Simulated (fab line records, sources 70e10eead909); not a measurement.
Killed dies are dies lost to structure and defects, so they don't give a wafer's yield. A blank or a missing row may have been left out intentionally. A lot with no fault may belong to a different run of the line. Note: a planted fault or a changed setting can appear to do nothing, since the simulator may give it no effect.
Chamber matching    flow nand harc    rie diel-11 running NHARC_A_STAIRCASE_DESCUM_291: 4 sister chambers
The step chemistry O2, time 3 s. 22 wafers are shown with their chamber, then 11 later ones without.

WAFERS, EACH WITH ITS CHAMBER
wafer   chamber  drypump motor current A (A)  showerhead plenum p Torr (Torr)  oes product au (a.u.)
L076.2  2        6.5                          1.98                             1.005
L076.5  3        5.9                          1.91                             0.993
L076.6  0        5.4                          1.79                             1.015
L078.2  3        5.9                          1.91                             0.991
L078.3  2        6.4                          1.98                             1.007
L078.6  2        6.5                          1.98                             1.007
L080.1  2        6.5                          1.97                             1.006
L080.3  0        5.4                          1.79                             1.020
L080.5  0        5.4                          1.79                             1.009
L083.1  3        5.9                          1.90                             0.985
L083.5  0        5.4                          1.79                             1.008
L083.6  3        5.9                          1.90                             0.993
L084.2  3        5.9                          1.90                             0.980
L084.3  2        6.5                          1.97                             1.004
L084.5  2        6.5                          1.97                             1.010
L088.1  3        6.0                          1.90                             0.986
L088.5  1        6.3                          1.99                             1.015
L088.6  0        5.4                          1.79                             1.029
L090.1  1        6.3                          1.99                             1.023
L090.2  0        5.4                          1.78                             1.017
L090.6  0        5.4                          1.78                             1.016
L089.2  0        5.4                          1.78                             1.027

SIGNATURES, as means of the wafers listed above
reading                   chamber 0  chamber 1  chamber 2  chamber 3  scatter within a chamber
drypump motor current A   5.400      6.300      6.483      5.917      0.0304
showerhead plenum p Torr  1.7863     1.9900     1.9750     1.9033     0.00511
oes product au            1.01763    1.01900    1.00650    0.98800    0.00572
Rule: distance of a wafer from a chamber = root of the sum over the readings of ((wafer's reading minus chamber's mean) / reading's scatter) squared. The wafer belongs to the nearest chamber; if the next one is less than 2 further off, it can't be placed. How the scatter is found: for the shown wafers, subtract from each reading the mean of its chamber, square and add these, divide the total by (wafers less chambers), then take the root.

WAFERS MISSING THEIR CHAMBER
wafer   drypump motor current A (A)  showerhead plenum p Torr (Torr)  oes product au (a.u.)
L089.5  5.4                          1.78                             1.023
L089.6  5.9                          1.90                             0.994
L093.3  6.0                          1.90                             0.982
L093.4  5.4                          1.78                             1.024
L093.5  5.9                          1.90                             0.983
L092.2  6.3                          1.99                             1.030
L092.4  5.9                          1.90                             0.989
L092.5  5.9                          1.90                             0.991
L096.1  5.4                          1.78                             1.008
L096.3  6.3                          1.98                             1.009
L096.4  6.4                          1.96                             1.018

EACH ONE'S CHAMBER
wafer   from the rows above  in truth
L089.5  0                    0
L089.6  3                    3
L093.3  3                    3
L093.4  0                    0
L093.5  3                    3
L092.2  1                    1
L092.4  3                    3
L092.5  3                    3
L096.1  0                    0
L096.3  1                    1
L096.4  2                    2
11 of 11 placed correctly. Not placeable from these rows: 0. Wrongly placed: 0.
